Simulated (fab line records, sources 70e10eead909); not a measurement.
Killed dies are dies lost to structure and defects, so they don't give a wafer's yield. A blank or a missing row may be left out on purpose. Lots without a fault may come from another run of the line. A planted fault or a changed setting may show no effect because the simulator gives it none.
Which tool did it? | flow nand_harc | 12 lots, 36 wafers sampled, at 5 steps of a route of 1159

WHAT THE GAUGES READ, wafer by wafer
NHARC_END_SORT_01. Usual: killed_at_array 28, standard deviation 8.6; killed_at_other 0.7, standard deviation 1.2; killed_at_periphery 3.1, standard deviation 2.3; killed_dies 32, standard deviation 8.7; killed_open 3.2, standard deviation 1.7; killed_short 2.0, standard deviation 1.5.
lot  | measured     | on        | killed_at_array | killed_at_other | killed_at_periphery | killed_dies | killed_open | killed_short | flag
L178 | day 19 12:20 | prober-01 | 27 26 16        | 5 1 6           | 2 3 4               | 34 30 26    | 4 4 3       | 3 1 0        |
L176 | day 19 12:20 | prober-02 | 38 32 23        | 0 1 0           | 0 6 2               | 38 39 25    | 4 5 3       | 4 2 2        |
L179 | day 20 05:33 | prober-02 | 41 33 18        | 1 0 0           | 4 3 8               | 46 36 26    | 7 1 6       | 2 2 4        |
L180 | day 20 18:22 | prober-01 | 27 42 24        | 0 2 3           | 3 4 4               | 30 48 31    | 4 3 4       | 7 4 2        |
L184 | day 21 05:56 | prober-01 | 22 26 25        | 0 0 1           | 12 11 3             | 34 37 29    | 2 2 9       | 3 1 0        |
L190 | day 22 04:52 | prober-02 | 21 28 25        | 1 1 1           | 2 2 2               | 24 31 28    | 5 1 5       | 2 3 3        |
L195 | day 23 20:45 | prober-02 | 23 16 21        | 0 0 0           | 4 4 6               | 27 20 27    | 3 2 2       | 4 2 2        |
L193 | day 23 13:19 | prober-01 | 32 21 33        | 1 1 0           | 4 4 2               | 37 26 35    | 3 3 3       | 7 3 1        |
L197 | day 25 06:25 | prober-01 | 20 25 18        | 1 1 1           | 0 1 1               | 21 27 20    | 2 4 0       | 2 3 2        |
L196 | day 24 20:11 | prober-01 | 27 28 31        | 0 0 0           | 2 4 2               | 29 32 33    | 3 2 3       | 1 2 1        |
L199 | day 25 06:27 | prober-02 | 41 39 37        | 1 0 1           | 6 3 2               | 48 42 40    | 5 6 5       | 0 0 1        |
L198 | day 25 15:51 | prober-01 | 23 18 26        | 0 0 0           | 6 5 8               | 29 23 34    | 2 1 2       | 5 0 0        |

WHICH TOOL RAN EACH LOT (tool, then ch and the chambers of the sampled wafers, then the start)
lot  | NHARC_A_CHANNEL_HOLE_D1_ETCH_33  | NHARC_A_CHANNEL_HOLE_D1_XSEM_31 | NHARC_A_CHANNEL_FILL_D1_ALD_16   | NHARC_A_CHANNEL_FILL_D1_STRIP_28
L178 | har_etch-02 ch 0,1, day 8 22:38  | xsem-02 ch 0, day 9 00:23       | ald_hk-01 ch 0,1,3, day 9 13:20  | rie_diel-02 ch 0,1, day 10 01:05
L176 | har_etch-01 ch 0,1, day 8 22:48  | xsem-01 ch 0, day 9 00:28       | ald_hk-01 ch 0,1,2, day 9 13:28  | rie_diel-09 ch 0,1,2, day 10 01:04
L179 | har_etch-01 ch 0,1, day 9 10:26  | xsem-02 ch 0, day 9 12:22       | ald_hk-01 ch 0,2,3, day 10 00:39 | rie_diel-03 ch 0,2,3, day 10 13:29
L180 | har_etch-02 ch 0,1, day 9 15:36  | xsem-01 ch 0, day 9 17:20       | ald_hk-01 ch 0,1, day 10 05:56   | rie_diel-09 ch 2,3, day 10 18:12
L184 | har_etch-02 ch 1, day 10 01:58   | xsem-02 ch 0, day 10 03:37      | ald_hk-02 ch 2,3, day 10 16:43   | rie_diel-09 ch 0,1, day 11 04:46
L190 | har_etch-01 ch 0,1, day 12 02:40 | xsem-02 ch 0, day 12 04:16      | ald_hk-03 ch 0,1,2, day 12 16:05 | rie_diel-09 ch 1,2, day 13 03:54
L195 | har_etch-02 ch 0,1, day 12 18:52 | xsem-02 ch 0, day 12 20:49      | ald_hk-02 ch 1,2, day 13 09:28   | rie_diel-09 ch 1,2, day 13 21:29
L193 | har_etch-02 ch 0,1, day 12 22:58 | xsem-01 ch 0, day 13 00:52      | ald_hk-03 ch 1,2,3, day 13 16:35 | rie_diel-03 ch 0,1,3, day 14 04:26
L197 | har_etch-02 ch 0,1, day 13 17:50 | xsem-01 ch 0, day 13 19:29      | ald_hk-02 ch 0,1,3, day 14 07:54 | rie_diel-03 ch 0,1,3, day 14 19:53
L196 | har_etch-01 ch 0,1, day 13 19:28 | xsem-01 ch 0, day 13 21:02      | ald_hk-03 ch 0,1,3, day 14 07:58 | rie_diel-09 ch 0,1,2, day 14 19:52
L199 | har_etch-02 ch 0,1, day 14 04:45 | xsem-02 ch 0, day 14 06:23      | ald_hk-01 ch 0,1,2, day 14 20:19 | rie_diel-02 ch 1,2, day 15 08:17
L198 | har_etch-02 ch 0,1, day 14 09:02 | xsem-01 ch 0, day 14 10:34      | ald_hk-01 ch 0,2,3, day 15 01:45 | rie_diel-09 ch 1,2, day 15 13:54
- NHARC_A_CHANNEL_HOLE_D1_ETCH_33: etches the open film in C4F8/O2/Ar, time 90 s, target depth 400 nm.
- NHARC_A_CHANNEL_HOLE_D1_XSEM_31
- NHARC_A_CHANNEL_FILL_D1_ALD_16: deposits SiO2, target thk 1.5 nm, pulse time 10 s, ald cycles 15.
- NHARC_A_CHANNEL_FILL_D1_STRIP_28: strips in O2, time 20 s.

WHAT THE TOOLS THEMSELVES READ (means of the sampled wafers that have a number; where no wafer has one, the mark that the record gives instead)
NHARC_A_CHANNEL_HOLE_D1_ETCH_33. Usual: drypump_motor_current_A 5.8 A, standard deviation 0.4; showerhead_plenum_p_Torr 3.74 Torr, standard deviation 0.11; throttle_valve_pct 27.618 %, standard deviation 0.0096.
lot  | tool        | drypump_motor_current_A (A) | showerhead_plenum_p_Torr (Torr) | throttle_valve_pct (%) | flag
L178 | har_etch-02 | 6.1                         | 3.79                            | 27.615                 |
L176 | har_etch-01 | 5.3                         | 3.72                            | 27.613                 |
L179 | har_etch-01 | 5.3                         | 3.71                            | 27.622                 |
L180 | har_etch-02 | 6.1                         | 3.78                            | 27.616                 |
L184 | har_etch-02 | 6.2                         | 3.62                            | 27.615                 |
L190 | har_etch-01 | 5.3                         | 3.70                            | 27.611                 |
L195 | har_etch-02 | 6.1                         | 3.76                            | 27.620                 |
L193 | har_etch-02 | 6.1                         | 3.76                            | 27.611                 |
L197 | har_etch-02 | 6.1                         | 3.76                            | 27.616                 |
L196 | har_etch-01 | 5.3                         | 3.69                            | 27.620                 |
L199 | har_etch-02 | 6.1                         | 3.68                            | 27.617                 |
L198 | har_etch-02 | 6.1                         | 3.75                            | 27.618                 |

NHARC_A_CHANNEL_HOLE_D1_XSEM_31. Usual: bot_cd_nm 74.2 nm, standard deviation 1.4; bow_nm 8.59 nm, standard deviation 0.24; tilt_deg 0.07 degrees, standard deviation 0.037.
lot  | tool    | bot_cd_nm (nm) | bow_nm (nm) | tilt_deg (degrees) | flag
L178 | xsem-02 | 75.4           | 8.43        | 0.08               |
L176 | xsem-01 | 74.3           | 8.30        | 0.00               |
L179 | xsem-02 | 73.4           | 8.69        | 0.07               |
L180 | xsem-01 | 73.6           | 8.82        | 0.09               |
L184 | xsem-02 | 74.0           | 8.54        | 0.04               |
L190 | xsem-02 | 74.6           | 8.56        | 0.06               |
L195 | xsem-02 | 72.6           | 8.32        | 0.07               |
L193 | xsem-01 | 75.2           | 8.64        | 0.06               |
L197 | xsem-01 | 74.4           | 8.86        | 0.09               |
L196 | xsem-01 | 75.1           | 8.41        | 0.10               |
L199 | xsem-02 | 74.2           | 8.35        | 0.07               |
L198 | xsem-01 | 73.6           | 8.36        | 0.12               |

NHARC_A_CHANNEL_FILL_D1_ALD_16. Usual: heater_power_w 463 W, standard deviation 42; precursor_pulse_height_rel 1.001, standard deviation 0.018.
lot  | tool      | heater_power_w (W) | precursor_pulse_height_rel | flag
L178 | ald_hk-01 | 487                | 1.004                      |
L176 | ald_hk-01 | 438                | 0.995                      |
L179 | ald_hk-01 | 455                | 0.990                      |
L180 | ald_hk-01 | 442                | 1.004                      |
L184 | ald_hk-02 | 445                | 1.017                      |
L190 | ald_hk-03 | 453                | 1.019                      |
L195 | ald_hk-02 | 453                | 0.997                      |
L193 | ald_hk-03 | 446                | 0.987                      |
L197 | ald_hk-02 | 470                | 1.014                      |
L196 | ald_hk-03 | 470                | 1.007                      |
L199 | ald_hk-01 | 443                | 0.991                      |
L198 | ald_hk-01 | 448                | 0.984                      |

NHARC_A_CHANNEL_FILL_D1_STRIP_28. Usual: drypump_motor_current_A 5.7 A, standard deviation 0.52; oes_product_au 1.003 a.u., standard deviation 0.011; rf_vpp_V 58.0 V, standard deviation 0.96; showerhead_plenum_p_Torr 3.58 Torr, standard deviation 0.17; throttle_valve_pct 17.036 %, standard deviation 0.0091.
lot  | tool        | drypump_motor_current_A (A) | oes_product_au (a.u.) | rf_vpp_V (V) | showerhead_plenum_p_Torr (Torr) | throttle_valve_pct (%) | flag
L178 | rie_diel-02 | 5.5                         | 0.999                 | 57.8         | 3.59                            | 17.030                 |
L176 | rie_diel-09 | 5.8                         | 1.003                 | 58.4         | 3.77                            | 17.035                 |
L179 | rie_diel-03 | 5.6                         | 1.013                 | 57.5         | 3.50                            | 17.033                 |
L180 | rie_diel-09 | 6.2                         | 0.998                 | 57.1         | 3.56                            | 17.030                 |
L184 | rie_diel-09 | 5.4                         | 1.006                 | 58.0         | 3.75                            | 17.028                 |
L190 | rie_diel-09 | 6.1                         | 1.004                 | 57.9         | 3.76                            | 17.038                 |
L195 | rie_diel-09 | 5.6                         | 1.008                 | 59.1         | 3.74                            | 17.039                 |
L193 | rie_diel-03 | 5.5                         | 1.003                 | 57.3         | 3.46                            | 17.030                 |
L197 | rie_diel-03 | 5.5                         | 1.000                 | 58.0         | 3.46                            | 17.037                 |
L196 | rie_diel-09 | 5.8                         | 1.004                 | 59.0         | 3.76                            | 17.047                 |
L199 | rie_diel-02 | 5.7                         | 0.996                 | 58.4         | 3.60                            | 17.033                 |
L198 | rie_diel-09 | 5.7                         | 1.011                 | 57.6         | 3.74                            | 17.041                 |

THE ANSWER, worked out from the rows above alone
Rule: a lot is off if the mean of its wafers that have a number lies more than 3 standard deviations from the usual mean. A lot without any number at a reading at which 4 lots or more have one is off too. The other lots that the step has rows for count as sound. The gauges are gone through in route order, then the tools' own readings, and for those a lot's mean is taken as printed above. The first step at which some lot is off is used, and at that step the reading that is off furthest; a lot without a number counts as furthest.
No lot is off at any reading shown: from this, nothing can be told.

WHAT THE SIMULATOR HAD PUT IN
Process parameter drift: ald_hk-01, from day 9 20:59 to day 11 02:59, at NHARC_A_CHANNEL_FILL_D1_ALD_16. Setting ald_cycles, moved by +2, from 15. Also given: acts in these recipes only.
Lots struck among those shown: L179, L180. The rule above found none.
